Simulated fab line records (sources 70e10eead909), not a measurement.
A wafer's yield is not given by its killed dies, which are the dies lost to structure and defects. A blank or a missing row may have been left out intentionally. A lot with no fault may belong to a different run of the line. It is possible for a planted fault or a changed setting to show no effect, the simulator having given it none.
fab line records	flow nand-harc
record: lots: 6	wafers: 18	last-day: 33
route steps=1302 shown A_M0@1148 END@1302
lots that met no fault: taken from a fault-free run of the same line
start-h: the number of hours between the record's first day and the start of the first shown wafer of the lot	wait-h: how many hours have passed since the lot's step before this one	" unchanged from the row above	L1.1+2: one row covering several wafers at once	- no value, or no start was given	* or withheld: withheld	< > ~ a bound
route shown NAME@n: a module of which the file shows steps, and the number in the route of the first	usual: mean and standard deviation over wafers with no fault	same: alike in all rows	chamber/n: place in a boat	sites: the reading at each site	_std_site: the values' standard deviation	_edge_site: inner sites' mean taken away from outer sites' mean	radius-mm: for every site, how far away it sits from the centre of the wafer	mask NAME#n: copy n	behind: the last tool/chamber to shape the wafer	hold: why the lot was held/for how many hours/how that ended	device: transistor that didn't switch, given as n, p or np	end of line: at the end of the route, the tests of the same wafers	a step with no rows: only its recipe	killed: dies lost to structure and defects at the first sort, not the wafer's yield	map: the dies of a wafer, with x for killed, . for not killed, _ for no die there
set.NAME: setting as actually run; set.NAME@STEP: the setting as run at that earlier step	model.NAME: the simulator's own value behind a step, which no gauge read
certain route steps with their lots: each step a table, each wafer a row
services: from which hour (start-h, from the record's first day; less than 0 if before it) a tool's chamber was out of use, for how many hours, and why
== steps ==
step: NHARC_A_M0_OVL_MEAS_10
recipe: pitch-nm: 160
usual: overlay-x-nm: 0.3/0.8	overlay-y-nm: 0.2/0.81
lot.wafer	tool	chamber	start-h	wait-h	overlay-x-nm	overlay-y-nm
L400.3	overlay-02	-	561.96	-	-0.1	0.8
L400.4	"	-	"	"	-0.2	0.6
L400.5	"	-	"	"	0.1	0.5
L402.1	overlay-01	-	594.08	-	1.5	1.5
L402.3	"	-	"	"	1.9	1.5
L402.5	"	-	"	"	1.7	0.6
L408.3	overlay-01	-	653.82	-	0.2	0.0
L408.4	"	-	"	"	-0.1	0.0
L408.5	"	-	"	"	0.2	-0.3
L409.1	overlay-01	-	663.47	-	-1.0	0.2
L409.3	"	-	"	"	-1.4	0.4
L409.5	"	-	"	"	-1.1	-0.3
L417.1	overlay-01	-	737.31	-	1.8	-0.1
L417.3	"	-	"	"	1.8	0.7
L417.5	"	-	"	"	1.5	-0.1
L416.4	overlay-02	-	754.40	-	-1.0	-0.1
L416.5	"	-	"	"	-0.7	-0.9
L416.6	"	-	"	"	-0.8	-0.6
step: NHARC_A_M0_INSPECT_11
usual: raw-defect-count: 81/36
lot.wafer	tool	chamber	start-h	wait-h	raw-defect-count
L400.3	defect-inspect-01	-	561.99	0.0	105
L400.4	"	-	"	"	108
L400.5	"	-	"	"	82
L402.1	defect-inspect-02	-	594.11	0.0	157
L402.3	"	-	"	"	182
L402.5	"	-	"	"	177
L408.3	defect-inspect-02	-	653.86	0.0	53
L408.4	"	-	"	"	61
L408.5	"	-	"	"	70
L409.1	defect-inspect-01	-	663.51	0.0	78
L409.3	"	-	"	"	90
L409.5	"	-	"	"	117
L417.1	defect-inspect-01	-	737.34	0.0	100
L417.3	"	-	"	"	74
L417.5	"	-	"	"	87
L416.4	defect-inspect-01	-	754.43	0.0	24
L416.5	"	-	"	"	36
L416.6	"	-	"	"	32
step: NHARC_A_M0_DESCUM_14
recipe: time-s: 3	o2-flow-sccm: 200	ar-flow-sccm: 0	bias-power-w: 0	chemistry: O2
usual: chamber-pressure-mTorr: 60.00/0.059	drypump-motor-current-A: 5.8/0.48	oes-product-au: 1.000/0.0073	rf-vpp-V: 57.8/0.82	showerhead-plenum-p-Torr: 1.87/0.044	throttle-valve-pct: 11.310/0.0099
lot.wafer	tool	chamber	start-h	wait-h	chamber-pressure-mTorr	drypump-motor-current-A	oes-product-au	rf-hours-counter-h	rf-vpp-V	showerhead-plenum-p-Torr	throttle-valve-pct
L400.4	rie-diel-10	0	562.05	0.1	60.03	6.0	1.007	4.3	58.4	1.88	11.304
L400.3	"	3	"	"	60.00	6.2	0.994	4.2	59.2	1.85	11.300
L400.5	"	0	"	"	59.96	6.1	1.006	-	56.3	1.88	11.315
L402.3	rie-diel-11	2	594.18	0.1	59.88	6.1	0.998	8.5	57.7	1.88	11.302
L402.1	"	3	"	"	59.98	4.7	1.005	8.7	58.2	1.93	11.300
L402.5	"	2	"	"	59.98	6.1	1.001	-	57.9	1.88	11.311
L408.3	rie-diel-10	3	653.94	0.1	59.97	6.2	1.006	1.4	58.0	1.85	11.320
L408.5	"	0	"	"	59.99	6.0	0.998	-	56.5	1.88	11.318
L408.4	"	2	"	"	60.16	5.1	0.993	-	58.5	1.89	11.288
L409.3	rie-diel-02	3	663.57	0.1	60.06	5.6	0.985	5.9	58.0	1.88	11.318
L409.1	"	1	"	"	59.96	5.6	0.987	5.6	58.6	1.81	11.303
L409.5	"	3	"	"	59.97	5.6	0.988	-	57.4	1.88	11.314
L417.3	rie-diel-02	0	737.41	0.1	59.93	6.4	0.990	10.7	58.6	1.89	11.310
L417.1	"	3	"	"	60.00	5.7	1.001	11.9	58.1	1.88	11.321
L417.5	"	0	"	"	60.00	6.4	0.999	-	57.1	1.89	11.318
L416.4	rie-diel-10	1	754.51	0.1	60.01	5.6	1.003	5.4	57.9	1.84	11.309
L416.6	"	3	"	"	59.98	6.2	1.006	-	57.9	1.85	11.316
L416.5	"	0	"	"	59.92	6.0	0.999	-	57.5	1.88	11.310
step: NHARC_A_M0_ETCH_34
recipe: target-depth-a: 400	overetch-a: 120	time-s: 43.94	ion-energy-ev: 200	n2-flow-sccm: 150	h2-flow-sccm: 150	ar-flow-sccm: 0	rf-w: 400	bias-w: 150	chemistry: N2/H2
usual: chamber-pressure-mTorr: 30.00/0.036	drypump-motor-current-A: 5.8/0.48	oes-product-au: 0.999/0.0083	rf-vpp-V: 429.3/1.7	showerhead-plenum-p-Torr: 2.00/0.05	throttle-valve-pct: 14.171/0.0092
lot.wafer	tool	chamber	start-h	wait-h	chamber-pressure-mTorr	drypump-motor-current-A	oes-product-au	rf-hours-counter-h	rf-vpp-V	showerhead-plenum-p-Torr	throttle-valve-pct
L400.4	rie-diel-10	2	562.14	0.1	29.99	5.1	0.999	4.7	430.4	2.02	14.180
L400.3	"	0	"	"	30.02	6.0	1.012	4.3	430.7	2.00	14.165
L400.5	"	2	"	"	30.03	5.1	1.007	-	430.8	2.02	14.176
L402.1	rie-diel-11	2	594.26	0.1	29.99	6.1	1.009	8.5	427.7	2.01	14.167
L402.3	"	0	"	"	30.01	6.3	1.006	8.8	431.4	2.13	14.164
L402.5	"	3	"	"	30.03	4.7	1.011	-	431.2	2.06	14.175
L408.3	rie-diel-10	0	654.51	0.6	30.02	6.0	1.007	1.5	428.7	2.00	14.152
L408.4	"	3	"	"	30.02	6.2	1.001	-	428.8	1.97	14.154
L408.5	"	0	"	"	30.06	6.0	1.004	-	430.1	2.00	14.183
L409.1	rie-diel-02	0	663.70	0.1	30.01	6.4	0.990	6.5	429.1	2.01	14.175
L409.3	"	2	"	"	29.97	5.8	1.002	5.0	425.7	1.90	14.170
L409.5	"	3	"	"	29.92	5.7	0.994	-	429.7	2.01	14.182
L417.1	rie-diel-02	3	737.50	0.1	30.01	5.7	0.981	11.9	429.9	2.00	14.161
L417.3	"	0	"	"	29.99	6.4	0.984	10.7	430.1	2.01	14.192
L417.5	"	1	"	"	30.01	5.6	0.981	-	428.1	1.92	14.173
L416.4	rie-diel-10	0	754.59	0.1	29.97	6.0	0.998	7.3	430.0	2.00	14.163
L416.6	"	1	"	"	30.00	5.6	1.003	-	428.9	1.96	14.167
L416.5	"	2	"	"	30.03	5.1	1.000	-	431.2	2.01	14.183
step: NHARC_A_M0_ETCH_15
recipe: target-depth-a: 1500	overetch-a: 150	time-s: 82.5	c4f8-flow-sccm: withheld	ar-flow-sccm: 400	rf-w: 600	bias-w: 300	chemistry: C4F8/Ar
step: NHARC_A_M0_CD_MEAS_16
usual: cd-nm: 80.1/0.61
lot.wafer	tool	chamber	start-h	wait-h	cd-nm
L400.3	cd-sem-03	-	562.36	-	79.8
L400.4	"	-	"	"	80.6
L400.5	"	-	"	"	81.7
L402.1	cd-sem-02	-	594.48	-	80.7
L402.3	"	-	"	"	81.1
L402.5	"	-	"	"	81.0
L408.3	cd-sem-01	-	654.75	-	80.3
L408.4	"	-	"	"	80.0
L408.5	"	-	"	"	80.3
L409.1	cd-sem-03	-	663.91	-	79.7
L409.3	"	-	"	"	79.2
L409.5	"	-	"	"	79.5
L417.1	cd-sem-03	-	737.71	-	79.6
L417.3	"	-	"	"	80.9
L417.5	"	-	"	"	80.0
L416.4	cd-sem-02	-	754.80	-	79.9
L416.5	"	-	"	"	79.0
L416.6	"	-	"	"	79.7
step: NHARC_A_M0_STRIP_18
recipe: power-w: 1000	n2-flow-sccm: 150	h2-flow-sccm: 150	ar-flow-sccm: 0	bias-w: 0	chemistry: N2/H2
step: NHARC_A_M0_STRIP_19
recipe: time-s: 600	temp-c: 30	chemistry: post-etch-residue-remover
step: NHARC_A_M0_DEGAS_28
recipe: temp-c: 250	time-s: 60
usual: heater-power-w: 355/50
lot.wafer	tool	chamber	start-h	wait-h	heater-power-w
L400.4	pvd-sputter-03	-	562.98	-	379
L400.3	"	-	"	"	400
L400.5	"	-	"	"	375
L402.3	pvd-sputter-02	-	595.11	-	364
L402.1	"	-	"	"	310
L402.5	"	-	"	"	320
L408.4	pvd-sputter-01	-	655.35	-	299
L408.3	"	-	"	"	422
L408.5	"	-	"	"	306
L409.1	pvd-sputter-01	-	664.58	-	431
L409.3	"	-	"	"	335
L409.5	"	-	"	"	301
L417.3	pvd-sputter-03	-	738.34	-	410
L417.1	"	-	"	"	276
L417.5	"	-	"	"	300
L416.4	pvd-sputter-02	-	755.47	-	409
L416.5	"	-	"	"	332
L416.6	"	-	"	"	317
step: NHARC_A_M0_PRE_CLEAN_29
recipe: time-s: 30	temp-c: 280	gas: H2/He
step: NHARC_A_M0_PVD_20
recipe: target-thk-a: 50	bias-v: 168.6	power-w: 15000	chamber-pressure-pa: 0.12	time-s: 8.06	substrate-temp-c: 50	material: TaN
step: NHARC_A_M0_PVD_21
recipe: target-thk-a: 300	chamber-pressure-pa: 5	power-w: 5000	substrate-temp-c: 30	time-s: 20.49	material: Cu
usual: throttle-valve-pct: 30.0/1.5
lot.wafer	tool	chamber	start-h	wait-h	throttle-valve-pct
L400.4	pvd-sputter-03	-	-	-	29.3
L400.3	"	-	"	"	29.6
L400.5	"	-	"	"	31.3
L402.3	pvd-sputter-02	-	-	-	27.4
L402.1	"	-	"	"	30.8
L402.5	"	-	"	"	31.6
L408.3	pvd-sputter-01	-	-	-	30.2
L408.4	"	-	"	"	29.0
L408.5	"	-	"	"	30.3
L409.1	pvd-sputter-01	-	-	-	28.6
L409.3	"	-	"	"	30.3
L409.5	"	-	"	"	28.3
L417.1	pvd-sputter-03	-	-	-	33.1
L417.3	"	-	"	"	30.2
L417.5	"	-	"	"	29.4
L416.4	pvd-sputter-02	-	-	-	27.5
L416.5	"	-	"	"	32.6
L416.6	"	-	"	"	31.2
step: NHARC_A_M0_ECD_22
recipe: target-thk-a: 4000	bath-temp-c: 25	material: Cu
usual: bath-temp-c: 24.98/0.11
lot.wafer	tool	chamber	start-h	wait-h	bath-temp-c
L400.3	ecd-cu-02	1	563.44	-	24.95
L400.4	"	0	"	"	25.09
L400.5	"	0	"	"	25.06
L402.1	ecd-cu-01	0	595.47	-	25.01
L402.3	"	1	"	"	24.93
L402.5	"	0	"	"	25.04
L408.4	ecd-cu-01	0	655.82	-	25.02
L408.3	"	1	"	"	25.03
L408.5	"	0	"	"	24.95
L409.1	ecd-cu-01	0	665.00	-	24.89
L409.3	"	1	"	"	24.96
L409.5	"	0	"	"	25.08
L417.1	ecd-cu-02	1	738.70	-	24.89
L417.3	"	0	"	"	24.97
L417.5	"	0	"	"	25.13
L416.4	ecd-cu-02	1	755.97	-	25.19
L416.6	"	0	"	"	24.91
L416.5	"	1	"	"	25.20
step: NHARC_A_M0_ANNEAL_30
recipe: temp-c: 225	time-s: 90
usual: wafer_temp_C_max: 225.75/0.27
lot.wafer	tool	chamber	start-h	wait-h	wafer_temp_C_max
L400.3	rtp-anneal-01	0	563.83	0.3	226.00
L400.4	"	0	"	"	225.52
L400.5	"	0	"	"	225.98
L402.1	rtp-anneal-01	0	595.84	-	225.71
L402.3	"	0	"	"	225.97
L402.5	"	0	"	"	225.68
L408.3	rtp-anneal-02	0	656.20	0.3	225.64
L408.4	"	0	"	"	225.69
L408.5	"	0	"	"	225.69
L409.1	rtp-anneal-02	0	665.35	-	225.60
L409.3	"	0	"	"	225.22
L409.5	"	0	"	"	225.44
L417.1	rtp-anneal-02	0	739.08	0.3	225.66
L417.3	"	0	"	"	225.88
L417.5	"	0	"	"	225.51
L416.4	rtp-anneal-01	0	756.35	-	225.93
L416.5	"	0	"	"	225.79
L416.6	"	0	"	"	225.77
step: NHARC_A_M0_CMP_23
recipe: t-overpolish-s: 20	target-thk-nm: 113.75
usual: motor-current-A: 12.5/1.4	time-to-endpoint-s: 29.1/2.2
lot.wafer	tool	chamber	start-h	wait-h	motor-current-A	time-to-endpoint-s
L400.3	cmp-02	3	564.10	-	12.6	27.1
L400.4	"	1	"	"	10.7	30.4
L400.5	"	2	"	"	13.5	32.4
L402.1	cmp-04	3	596.19	-	10.2	30.2
L402.3	"	2	"	"	10.5	31.1
L402.5	"	0	"	"	15.0	31.9
L408.3	cmp-01	0	656.44	-	13.7	28.2
L408.4	"	3	"	"	12.9	15.4
L408.5	"	1	"	"	13.5	14.6
L409.1	cmp-04	1	665.72	-	14.0	31.2
L409.3	"	2	"	"	10.8	31.1
L409.5	"	0	"	"	14.7	18.2
L417.1	cmp-02	3	739.45	-	12.3	27.4
L417.3	"	0	"	"	11.9	29.0
L417.5	"	3	"	"	12.6	27.6
L416.4	cmp-01	1	756.57	-	13.2	25.9
L416.6	"	0	"	"	13.8	23.0
L416.5	"	1	"	"	13.3	26.3
step: NHARC_A_M0_THK_MEAS_24
recipe: thk-meas-gauge: xrf
usual: thk-nm: 113.8/1.3
lot.wafer	tool	chamber	start-h	wait-h	thk-nm
L400.3	film-metro-01	-	564.38	-	113.2
L400.4	"	-	"	"	113.0
L400.5	"	-	"	"	115.6
L402.1	film-metro-01	-	596.50	-	114.7
L402.3	"	-	"	"	114.3
L402.5	"	-	"	"	115.8
L408.3	film-metro-01	-	656.76	-	112.0
L408.4	"	-	"	"	112.2
L408.5	"	-	"	"	114.5
L409.1	film-metro-02	-	666.01	-	112.7
L409.3	"	-	"	"	115.3
L409.5	"	-	"	"	116.1
L417.1	film-metro-01	-	739.74	-	114.0
L417.3	"	-	"	"	111.6
L417.5	"	-	"	"	113.1
L416.4	film-metro-02	-	756.86	-	113.7
L416.5	"	-	"	"	110.8
L416.6	"	-	"	"	113.2
step: NHARC_END_SORT_01
recipe: temp-c: 25
usual: defect-limited-yield: 91.8/2.3	killed-at-array: 51/16	killed-at-other: 0.6/0.88	killed-at-periphery: 4.0/2.6	killed-dies: 55/16	killed-open: 3.5/1.9	killed-short: 2.3/1.6	sort_bin_2_pct: 2.9/1.1	sort_bin_3_pct: 0.6/0.41	sort_bin_4_pct: 4.6/1.3	sort-n-pass: 622/16	sort-rim-yield-pct: 93/3.2	sort-yield-pct: 91.8/2.3
same: gross-dies: 677	sort_bin_5_pct[%]: 0	sort_bin_6_pct[%]: 0	sort_bin_7_pct[%]: 0	sort_bin_8_pct[%]: 0	sort-rim-n-gross: 106.00
lot.wafer	tool	chamber	start-h	wait-h	defect-limited-yield[%]	killed-at-array	killed-at-other	killed-at-periphery	killed-dies	killed-open	killed-short	sort_bin_2_pct[%]	sort_bin_3_pct[%]	sort_bin_4_pct[%]	sort-n-pass	sort-rim-yield-pct[%]	sort-yield-pct[%]
L400.3	prober-02	0	611.79	3.1	90.4	59	1	5	65	2	2	4.0	0.4	5.2	612	97	90.4
L400.4	prober-02	0	612.60	3.4	91.3	52	0	7	59	2	0	3.1	0.9	4.7	618	91	91.3
L400.5	prober-02	0	613.40	3.7	88.8	66	1	9	76	7	2	3.8	0.6	6.8	601	95	88.8
killed by level:class
L400.3 A_CHANNEL_HOLE_D2:chamber-film-flake=29 A_SLIT:chamber-film-flake=23 P_M1:chamber-film-flake=3 A_CHANNEL_HOLE_D1:chamber-film-flake=2 A_CONTACT:chamber-film-flake=2 P_GATE:geometric-particle:open=1 A_DECK1_JOINT:geometric-particle:short=1 A_ONON_D2:geometric-particle:short=1
L400.4 A_SLIT:chamber-film-flake=24 A_CHANNEL_HOLE_D2:chamber-film-flake=19 P_M1:chamber-film-flake=4 A_CONTACT:chamber-film-flake=4 A_BONDPAD:chamber-film-flake=2 P_GATE:geometric-particle:open=1 A_CHANNEL_FILL_D2:geometric-particle:open=1 P_ZERO_WELL:chamber-film-flake=1
L400.5 A_CHANNEL_HOLE_D2:chamber-film-flake=29 A_SLIT:chamber-film-flake=20 P_M1:chamber-film-flake=5 A_CONTACT:chamber-film-flake=5 A_BONDPAD:chamber-film-flake=5 P_GATE:geometric-particle:open=2 P_M0:geometric-particle:open=1 A_ONON_D1:geometric-particle:short=1
== services ==
tool	chamber	start-h	hours	kind
cmp-02	-	538.56	2.1	repair
pvd-sputter-03	-	566.62	3.5	repair
rie-diel-02	-	570.70	9.0	pm
cmp-01	-	577.42	0.5	repair
ecd-cu-02	-	596.37	8.0	pm
rie-diel-10	-	596.50	9.0	pm
cmp-04	-	601.13	4.0	pm
pvd-sputter-01	-	603.91	10.0	pm
rie-diel-11	-	609.50	9.0	pm
rie-diel-10	1	617.30	48.2	repair
ecd-cu-02	-	632.97	0.9	repair
pvd-sputter-02	-	638.69	10.0	pm
pvd-sputter-03	-	639.22	3.3	repair
pvd-sputter-01	-	662.93	1.2	repair
rie-diel-02	3	673.97	3.8	repair
rie-diel-02	2	680.77	3.6	repair
ecd-cu-01	-	688.09	8.0	pm
rie-diel-02	0	693.18	23.8	repair
rie-diel-02	2	694.54	3.8	repair
pvd-sputter-03	-	704.05	10.0	pm
pvd-sputter-01	-	715.57	3.1	repair
rtp-anneal-02	-	744.00	12.0	pm
rie-diel-02	-	747.70	9.0	pm
ecd-cu-01	-	750.79	1.7	repair
== key ==
first-sign: step: NHARC_A_M0_CMP_23	reading: time-to-endpoint-s	direction: down	sigmas: 5.8	usual: *	struck: *
effect none on later readings
met-at NHARC_A_M0_ECD_22
struck-wafers L408.4,L408.5,L409.5
onset-between 595.47 655.82
fault: kind: process-parameter-drift	tool: ecd-cu-01	chamber: -	onset-h: 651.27	steps: NHARC_A_M0_ECD_22	channel: target-thk-a	offset: *	shape: step	end-h: 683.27	scope: struck-wafers-only	acts-in: *	stated: *
